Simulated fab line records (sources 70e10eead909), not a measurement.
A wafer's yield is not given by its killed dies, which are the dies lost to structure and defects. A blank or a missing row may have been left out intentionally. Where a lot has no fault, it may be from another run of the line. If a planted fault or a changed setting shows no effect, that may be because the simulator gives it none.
Matching of chambers	flow nand-harc	4 sister chambers for NHARC_A_M0_STRIP_18 on rie-diel-11
The step strips in N2/H2. 8 wafers are shown with their chamber, then 8 later ones without.

## EACH WAFER AND ITS CHAMBER
wafer	chamber	drypump-motor-current-A (A)	rf-vpp-V (V)
L087.2	2	6.5	90.7
L087.6	2	6.5	90.8
L093.1	0	5.6	91.4
L093.2	3	6.4	90.6
L094.1	0	5.5	90.3
L094.2	1	6.8	91.8
L094.4	3	6.4	90.7
L092.1	1	6.8	92.3

## WAFERS WHOSE CHAMBER IS MISSING
wafer	drypump-motor-current-A (A)	rf-vpp-V (V)
L092.2	5.6	91.0
L092.3	6.4	90.3
L095.2	5.5	89.9
L095.3	6.5	91.0
L095.6	6.4	89.8
L096.1	5.6	92.1
L096.2	6.5	91.4
L096.6	5.5	90.1

## THE CHAMBER EACH PASSED THROUGH
wafer	from the rows above	in truth
L092.2	0	0
L092.3	3	3
L095.2	0	0
L095.3	2	2
L095.6	can't be placed: 3 or 2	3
L096.1	0	0
L096.2	can't be placed: 2 or 3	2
L096.6	0	0
Correctly placed: 6 of 8. From these rows, 2 cannot be placed; in 2 the true chamber is one of the candidates. Placed wrongly: 0.
How it was worked out, from the rows above alone: a wafer's distance from a chamber is the root of the sum, over the readings, of the square of ((its reading less the chamber's mean) divided by the reading's scatter). The wafer belongs to the nearest chamber; if the next one is less than 2 further off, it can't be placed. The mean given for a chamber averages the wafers shown for that chamber. How the scatter is found: for the shown wafers, subtract from each reading the mean of its chamber, square and add these, divide the total by (wafers less chambers), then take the root.
